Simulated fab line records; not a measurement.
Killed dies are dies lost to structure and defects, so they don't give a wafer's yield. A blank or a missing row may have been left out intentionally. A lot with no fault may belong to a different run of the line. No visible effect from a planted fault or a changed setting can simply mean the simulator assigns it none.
fab line records	flow nandHarc
[record] lots = 13	wafers = 39	lastDay = 33
route steps=1302 shown A_SLIT@934 A_WL_FILL@966
lots that met no fault: taken from a fault-free run of the same line
startH: start of the lot's first displayed wafer, in hours after the record's first day	waitH: how many hours have passed since the lot's step before this one	" unchanged from the row above	L1.1+2: several wafers, shown together as one row	- no value, or no start was given	* or withheld: withheld	< > ~ a bound
route shown NAME@n: NAME is a module with steps in the file, n the number in the route of the first one	usual: mean and standard deviation over wafers with no fault	same: alike in all rows	chamber/n: place in a boat	sites: each site's reading	_std_site: how widely they spread, as a standard deviation	_edge_site: inner sites' mean taken away from outer sites' mean	radiusMm: how far each site lies from the wafer's centre	mask NAME#n: copy n	behind: the last tool/chamber to shape the wafer	hold: the reason the lot was held/the length of the hold in hours/how it ended	device: the transistor (n, p or np) that didn't switch	end of line: tests run on the same wafers once the route is complete	a step given without rows: its recipe and nothing more	killed: the dies lost at the first sort to structure and to defects; this is not the yield of the wafer	map: a wafer's dies, marking killed ones x, the rest . and places with no die _
set.NAME: the setting that was run; set.NAME@STEP: the one run at that earlier step	model.NAME: the simulator's own value behind a step, which no gauge read
the route's steps for a sample of lots (tables are steps, rows are wafers)
services: when a tool's chamber went out of use (startH, in hours from the record's first day, below 0 if earlier), for how many hours, and the reason
[[steps]]
[step NHARC_A_SLIT_OVL_MEAS_10]
[usual] overlayXNm = 0.0/0.88	overlayYNm = 0.3/0.73
lot.wafer	tool	chamber	startH	waitH	overlayXNm	overlayYNm
L861.2	overlay-02	-	446.71	-	0.8	0.6
L861.4	"	-	"	"	0.6	0.5
L861.6	"	-	"	"	0.9	-0.4
L862.2	overlay-01	-	459.18	-	-0.1	0.5
L862.4	"	-	"	"	-0.2	0.1
L862.6	"	-	"	"	-0.6	1.0
L863.2	overlay-01	-	459.68	-	-0.5	1.3
L863.3	"	-	"	"	-0.6	0.3
L863.5	"	-	"	"	-0.6	0.7
L865.1	overlay-01	-	485.51	-	-0.3	-0.2
L865.5	"	-	"	"	0.4	0.3
L865.6	"	-	"	"	-0.1	0.8
L867.1	overlay-01	-	531.87	-	-0.2	0.7
L867.2	"	-	"	"	0.1	1.3
L867.3	"	-	"	"	-0.5	0.7
L870.2	overlay-01	-	540.19	-	0.3	1.3
L870.4	"	-	"	"	-0.1	1.0
L870.5	"	-	"	"	0.2	0.9
L872.1	overlay-02	-	553.68	-	-1.9	-0.8
L872.2	"	-	"	"	-1.9	-0.6
L872.6	"	-	"	"	-2.2	-1.0
L871.1	overlay-01	-	553.80	-	1.4	-0.7
L871.3	"	-	"	"	1.3	-0.8
L871.6	"	-	"	"	1.0	-0.4
L877.1	overlay-01	-	598.89	-	0.3	0.1
L877.4	"	-	"	"	0.0	0.0
L877.6	"	-	"	"	0.6	-0.1
L876.2	overlay-01	-	606.95	-	-0.1	1.2
L876.4	"	-	"	"	0.5	1.4
L876.6	"	-	"	"	-0.1	1.3
L879.1	overlay-02	-	621.13	-	0.3	0.5
L879.3	"	-	"	"	-0.3	0.4
L879.5	"	-	"	"	-0.1	0.5
L883.2	overlay-01	-	669.06	-	-1.1	1.3
L883.5	"	-	"	"	-1.6	0.6
L883.6	"	-	"	"	-1.5	1.7
L884.3	overlay-01	-	670.61	-	-0.6	0.2
L884.4	"	-	"	"	0.1	-0.3
L884.6	"	-	"	"	-0.2	0.9
[step NHARC_A_SLIT_INSPECT_11]
[usual] rawDefectCount = 55/27
lot.wafer	tool	chamber	startH	waitH	rawDefectCount
L861.2	defectInspect-02	-	446.75	0.0	19
L861.4	"	-	"	"	18
L861.6	"	-	"	"	9
L862.2	defectInspect-01	-	459.22	0.0	75
L862.4	"	-	"	"	70
L862.6	"	-	"	"	63
L863.2	defectInspect-02	-	459.72	0.0	76
L863.3	"	-	"	"	79
L863.5	"	-	"	"	65
L865.1	defectInspect-02	-	485.54	0.0	94
L865.5	"	-	"	"	70
L865.6	"	-	"	"	92
L867.1	defectInspect-02	-	531.91	0.0	68
L867.2	"	-	"	"	78
L867.3	"	-	"	"	74
L870.2	defectInspect-01	-	540.23	0.0	36
L870.4	"	-	"	"	31
L870.5	"	-	"	"	29
L872.1	defectInspect-01	-	553.71	0.0	13
L872.2	"	-	"	"	9
L872.6	"	-	"	"	10
L871.1	defectInspect-01	-	553.83	0.0	92
L871.3	"	-	"	"	84
L871.6	"	-	"	"	84
L877.1	defectInspect-02	-	598.92	0.0	51
L877.4	"	-	"	"	47
L877.6	"	-	"	"	35
L876.2	defectInspect-01	-	606.98	0.0	53
L876.4	"	-	"	"	64
L876.6	"	-	"	"	48
L879.1	defectInspect-02	-	621.16	0.0	20
L879.3	"	-	"	"	25
L879.5	"	-	"	"	22
L883.2	defectInspect-01	-	669.10	0.0	83
L883.5	"	-	"	"	69
L883.6	"	-	"	"	77
L884.3	defectInspect-01	-	670.65	0.0	38
L884.4	"	-	"	"	47
L884.6	"	-	"	"	24
[step NHARC_A_SLIT_STRIP_18]
[recipe] o2FlowSccm = 500	arFlowSccm = 0	biasW = 0	chemistry = O2
[usual] drypumpMotorCurrentA = 5.9/0.64	oesProductAu = 0.998/0.01	rfVppV = 57.6/0.87	showerheadPlenumPTorr = 3.46/0.12	throttleValvePct = 17.037/0.0095
lot.wafer	tool	chamber	startH	waitH	drypumpMotorCurrentA	oesProductAu	rfHoursCounterH	rfVppV	showerheadPlenumPTorr	throttleValvePct
L861.4	rieDiel-04	1	-	-	5.7	0.988	6	58.2	3.32	17.039
L861.2	"	2	"	"	5.8	0.996	5	56.5	3.63	17.035
L861.6	"	3	"	"	6.6	0.983	-	57.3	3.47	17.028
L862.2	rieDiel-09	1	-	-	5.4	1.005	4	57.8	3.52	17.044
L862.4	"	2	"	"	6.3	0.990	10	58.3	3.59	17.032
L862.6	"	3	"	"	5.2	1.013	-	57.2	3.46	17.033
L863.2	rieDiel-04	0	-	-	5.7	0.995	7	56.6	3.54	17.028
L863.3	"	2	"	"	5.8	0.987	6	57.0	3.63	17.034
L863.5	"	0	"	"	5.7	0.996	-	57.6	3.54	17.036
L865.1	rieDiel-12	2	-	-	6.8	0.995	2	56.8	3.44	17.043
L865.5	"	2	"	"	6.7	0.992	-	57.3	3.44	17.029
L865.6	"	3	"	"	5.9	1.009	-	57.9	3.31	17.045
L867.2	rieDiel-09	0	-	-	4.9	0.995	1	55.7	3.31	17.024
L867.1	"	2	"	"	6.4	0.999	0	58.1	3.58	17.043
L867.3	"	3	"	"	5.2	1.003	0	57.8	3.45	17.059
L870.4	rieDiel-09	2	-	-	6.4	1.005	2	57.2	3.58	17.027
L870.2	"	3	"	"	5.2	1.002	2	56.4	3.45	17.043
L870.5	"	1	"	"	5.5	1.005	-	59.3	3.52	17.040
L872.1	rieDiel-04	0	-	-	5.7	1.003	1	58.1	3.54	17.056
L872.2	"	1	"	"	5.7	1.005	1	57.4	3.32	17.017
L872.6	"	3	"	"	6.6	1.013	-	58.9	3.47	17.042
L871.3	rieDiel-04	3	-	-	6.6	1.016	1	57.2	3.47	17.034
L871.1	"	1	"	"	5.7	0.998	1	58.3	3.32	17.028
L871.6	"	0	"	"	5.6	1.011	-	58.3	3.54	17.044
L877.4	rieDiel-09	0	-	-	4.9	0.983	7	56.8	3.31	17.035
L877.1	"	3	"	"	5.2	0.993	7	57.5	3.45	17.026
L877.6	"	0	"	"	4.9	0.989	-	56.0	3.31	17.023
L876.2	rieDiel-04	3	-	-	6.7	1.010	5	58.1	3.47	17.052
L876.4	"	0	"	"	5.7	1.009	4	57.7	3.54	17.060
L876.6	"	3	"	"	6.6	1.009	-	57.1	3.47	17.019
L879.3	rieDiel-09	2	-	-	6.3	0.996	9	57.3	3.58	17.025
L879.1	"	0	"	"	5.0	1.005	9	58.3	3.31	17.044
L879.5	"	2	"	"	6.4	0.997	-	57.2	3.58	17.040
L883.2	rieDiel-12	3	-	-	5.9	0.991	2	56.7	3.30	17.024
L883.6	"	2	"	"	6.7	0.998	-	56.6	3.43	17.010
L883.5	"	3	"	"	5.9	0.991	-	57.9	3.30	17.044
L884.3	rieDiel-12	0	-	-	6.6	0.992	1	58.0	3.63	17.036
L884.4	"	1	"	"	4.7	0.991	3	56.1	3.30	17.029
L884.6	"	0	"	"	6.6	0.988	-	56.1	3.63	17.043
[step NHARC_A_WL_FILL_ETCHBACK_16]
[recipe] targetDepthA = 1200	timeS = 24	c4f8FlowSccm = withheld	o2FlowSccm = 8	arFlowSccm = withheld	rfW = 600	biasW = 800	chemistry = C4F8/O2/Ar
[usual] oesProductAu = 0.984/0.024	rfVppV = 724/4
lot.wafer	tool	chamber	startH	waitH	oesProductAu	rfHoursCounterH	rfVppV
L861.2	rieDiel-08	0	472.36	-	1.009	5.3	720
L861.4	"	3	"	"	0.994	5.5	730
L861.6	"	0	"	"	1.000	-	720
L863.3	rieDiel-08	3	483.88	-	1.000	6.0	729
L863.2	"	1	"	"	0.997	5.7	724
L863.5	"	2	"	"	1.004	-	724
L862.4	rieDiel-08	0	494.14	11.9	1.009	6.0	720
L862.2	"	1	"	"	1.009	5.9	724
L862.6	"	3	"	"	1.000	-	728
L865.1	rieDiel-03	1	509.87	-	1.008	2.1	728
L865.5	"	0	"	"	0.988	-	720
L865.6	"	1	"	"	1.003	-	727
L867.1	rieDiel-08	1	558.30	-	0.997	0.1	724
L867.2	"	2	"	"	0.990	0.1	724
L867.3	"	3	"	"	1.000	0.1	728
L870.2	rieDiel-05	0	567.53	-	0.957	3.4	729
L870.4	"	2	"	"	0.976	4.3	727
L870.5	"	1	"	"	0.965	-	717
L872.1	rieDiel-05	2	579.24	-	1.017	4.7	727
L872.2	"	1	"	"	0.998	5.0	718
L872.6	"	2	"	"	1.005	-	727
L871.1	rieDiel-08	0	584.08	-	1.006	0.4	721
L871.3	"	1	"	"	0.994	0.5	725
L871.6	"	2	"	"	0.980	-	724
L877.4	rieDiel-08	2	622.94	-	0.989	2.8	724
L877.1	"	3	"	"	1.001	2.1	729
L877.6	"	0	"	"	1.383	-	722
L876.2	rieDiel-08	0	635.77	-	1.348	2.5	720
L876.4	"	2	"	"	0.979	-	723
L876.6	"	0	"	"	1.356	-	722
L879.3	rieDiel-05	2	644.21	-	0.994	1.4	727
L879.1	"	1	"	"	0.980	1.5	718
L879.5	"	3	"	"	0.973	-	730
L884.4	rieDiel-05	1	694.13	-	0.923	2.5	718
L884.3	"	0	"	"	0.919	2.4	728
L884.6	"	1	"	"	0.921	-	717
L883.2	rieDiel-03	3	694.23	-	0.926	1.0	720
L883.6	"	0	"	"	0.930	-	722
L883.5	"	1	"	"	0.939	-	727
[[services]]
tool	chamber	startH	hours	kind
rieDiel-03	2	430.77	6.9	repair
rieDiel-03	0	431.98	4.2	repair
rieDiel-12	-	445.40	9.0	pm
rieDiel-03	2	452.13	4.0	repair
rieDiel-03	-	458.30	9.0	pm
rieDiel-04	-	476.52	1.2	repair
rieDiel-03	2	490.87	60.6	repair
rieDiel-09	3	493.35	17.7	repair
rieDiel-09	-	497.10	9.0	pm
rieDiel-05	0	523.08	1.5	repair
rieDiel-12	0	526.36	1.6	repair
rieDiel-04	-	531.90	9.0	pm
rieDiel-08	-	544.80	9.0	pm
rieDiel-09	3	549.72	4.0	repair
rieDiel-05	0	552.73	8.8	repair
rieDiel-12	3	574.28	2.8	repair
rieDiel-05	-	583.60	9.0	pm
rieDiel-12	-	622.40	9.0	pm
rieDiel-08	1	628.94	9.7	repair
rieDiel-04	0	636.67	14.4	repair
rieDiel-12	0	648.55	7.1	repair
rieDiel-09	1	653.54	1.6	repair
rieDiel-09	0	665.92	27.7	repair
rieDiel-09	-	674.10	9.0	pm
[[key]]
[firstSign] step = NHARC_A_WL_FILL_ETCHBACK_16	reading = oesProductAu	direction = up	sigmas = 16	usual = 0.984	struck = 1.363
effect none on later readings
metAt NHARC_A_WL_FILL_ETCHBACK_16
struckLots L876,L877
struckWafers L876.2,L876.6,L877.6
testerLeftOut L876,L877
notActingAt NHARC_A_SLIT_OVL_MEAS_10,NHARC_A_SLIT_INSPECT_11,NHARC_A_SLIT_STRIP_18
onsetBetween 584.08 622.94
[fault] kind = processParameterDrift	tool = rieDiel-08	chamber = 0	onsetH = 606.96	steps = NHARC_A_WL_FILL_ETCHBACK_16	channel = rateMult	offset = 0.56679	shape = step	endH = 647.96
// testerLeftOut: of these lots the tester's yield and bins aren't shown, on N5 and GAA mostly nor the transistor test; their killed dies are dies lost to structure and defects alone, not to doping, threshold or leakage, so they don't give the yield
